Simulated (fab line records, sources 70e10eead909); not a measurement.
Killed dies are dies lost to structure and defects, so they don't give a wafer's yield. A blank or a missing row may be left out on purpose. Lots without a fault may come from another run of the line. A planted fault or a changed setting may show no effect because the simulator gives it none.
A struck lot beside a sound one | flow nand_harc | 30 steps out of a route of 1159
Sound: wafers L653.1, L653.5, L653.6. Struck: wafers L657.2, L657.6. (L657.4 of the same lot was not struck and is left out.) The cause comes at the end.
At each step with rows: each side's tool, then ch and its chambers, then its first start. Under that, the readings that differ: sound wafers | struck wafers | difference of the means | sigmas: that difference in standard deviations of wafers without a fault.
alike: readings whose means differ by less than 2 such deviations, and words and numbers that are the same on both sides. not compared: withheld readings, readings that some wafer has no value for, bounds like >300 that may hide the same value, and numbers for which the record gives no deviation and whose values overlap.
The two part at a step that has a row with sigmas, a row that says differs or no value, or rows on one side only. Numbers that don't overlap but have no deviation are shown without sigmas and don't part them. A reading that every wafer of one side lacks parts them only if that side has two wafers or more.

first, 8 steps without rows for these wafers: NHARC_A_ZERO_WELL_HMDS_03 (time 30 s); NHARC_A_ZERO_WELL_COAT_18 (time 65 s); NHARC_A_ZERO_WELL_COAT_04 (resist thk 600 nm); NHARC_A_ZERO_WELL_SOFTBAKE_05 (time 70 s); NHARC_A_ZERO_WELL_EBR_06; NHARC_A_ZERO_WELL_EXPOSE_07 (exposes mask A ZERO); NHARC_A_ZERO_WELL_PEB_08 (peb time 80 s); NHARC_A_ZERO_WELL_DEVELOP_09 (time 50 s).
NHARC_A_ZERO_WELL_CD_MEAS_10: target cd 2000 nm.
  sound on cd_sem-02 ch 0, day 9 20:42; struck on cd_sem-03 ch 0, day 10 18:38
  alike: cd_nm
then, 1 step without rows for these wafers: NHARC_A_ZERO_WELL_HARDBAKE_11 (time 65 s).
NHARC_A_ZERO_WELL_DESCUM_12: chemistry O2, time 3 s.
  sound on rie_diel-02 ch 1,2, day 9 20:52; struck on rie_diel-01 ch 2,3, day 10 18:47
  alike: drypump_motor_current_A, oes_product_au, rf_vpp_V, showerhead_plenum_p_Torr, throttle_valve_pct
  not compared: rf_hours_counter_h
NHARC_A_ZERO_WELL_ETCH_19: etches the open film in N2/H2, target depth 80 nm, overetch 24 nm, time 87.88 s.
  sound on rie_diel-02 ch 1,2,3, day 9 20:58; struck on rie_diel-01 ch 2,3, day 10 18:52
  alike: drypump_motor_current_A, oes_product_au, rf_vpp_V, showerhead_plenum_p_Torr, throttle_valve_pct
  not compared: rf_hours_counter_h
NHARC_A_ZERO_WELL_ETCH_13: etches the open film in HBr/Cl2, target depth 120 nm, time 40.1 s.
  sound on rie_si-05 ch 0,1,2, day 9 21:05; struck on rie_si-05 ch 1, day 10 18:59
  alike: drypump_motor_current_A, oes_product_au, throttle_valve_pct
  not compared: rf_hours_counter_h
then, 4 steps without rows for these wafers: NHARC_A_ZERO_WELL_STRIP_14 (strips in SPM, time 900 s); NHARC_A_ZERO_WELL_IMPLANT_15; NHARC_A_ZERO_WELL_PRECLEAN_22 (cleans in SC1, time 60 s); NHARC_A_ZERO_WELL_SRD_23.
NHARC_A_ZERO_WELL_RTA_16: time 10 s.
  sound on rtp_anneal-01 ch 0, day 9 22:02; struck on rtp_anneal-02 ch 0, day 10 19:58
  reading             | sound          | struck    | difference | sigmas
  lamp_power_pct (%)  | 30.6 30.5 30.5 | 29.8 29.8 | -0.7       | -2
  lamp_zone_4_pct (%) | 30.6 30.5 30.4 | 29.7 29.8 | -0.8       | -2
  alike: wafer_temp_C_max
NHARC_A_ZERO_WELL_INSPECT_17:
  sound on defect_inspect-02, day 9 22:14; struck on defect_inspect-01, day 10 20:08
  reading          | sound   | struck  | difference | sigmas
  raw_defect_count | 14 6 11 | 763 813 | +778       | +99 or more
then, 3 steps without rows for these wafers: NHARC_A_SOURCE_PLATE_PRECLEAN_00 (cleans in HF-LAST, time 60 s); NHARC_A_SOURCE_PLATE_SRD_01; NHARC_A_SOURCE_PLATE_OXIDE_02 (material SiO2, target thk 10 nm, ox time 1362 s).
NHARC_A_SOURCE_PLATE_THK_MEAS_09: measures by ellipsometry.
  sound on film_metro-01, day 10 05:28; struck on film_metro-01, day 11 03:31
  alike: thk_nm
then, 3 steps without rows for these wafers: NHARC_A_SOURCE_PLATE_PVD_04 (deposits WSi2, target thk 50 nm); NHARC_A_SOURCE_PLATE_CVD_03 (deposits poly-Si, target thk 200 nm, time 4000 s); NHARC_A_SOURCE_PLATE_ANNEAL_05 (time 1800 s).
NHARC_A_SOURCE_PLATE_THK_MEAS_06: measures by ellipsometry.
  sound on film_metro-01, day 10 19:13; struck on film_metro-01, day 11 16:24
  alike: thk_nm
NHARC_A_SOURCE_PLATE_INSPECT_08:
  sound on defect_inspect-02, day 10 19:17; struck on defect_inspect-01, day 11 16:28
  reading          | sound    | struck  | difference | sigmas
  raw_defect_count | 41 67 30 | 825 896 | +814       | +39
then, 1 step without rows for these wafers: NHARC_A_ONON_D1_DEP_00 (target thk 1000 nm).
-- the record jumps here: 12 days lie between the struck wafers' starts before and after (it left off in module A_ONON_D1 and takes up again in module END, whose first step shown is number 1159 of the route) --
NHARC_END_SORT_01:
  the record has rows for the struck wafers here (prober-02 ch 0, day 23 18:56) and none for the sound ones

WHERE THEY PART
First at NHARC_A_ZERO_WELL_RTA_16; last, within this record, at NHARC_END_SORT_01.

WHY: what the simulator had put in
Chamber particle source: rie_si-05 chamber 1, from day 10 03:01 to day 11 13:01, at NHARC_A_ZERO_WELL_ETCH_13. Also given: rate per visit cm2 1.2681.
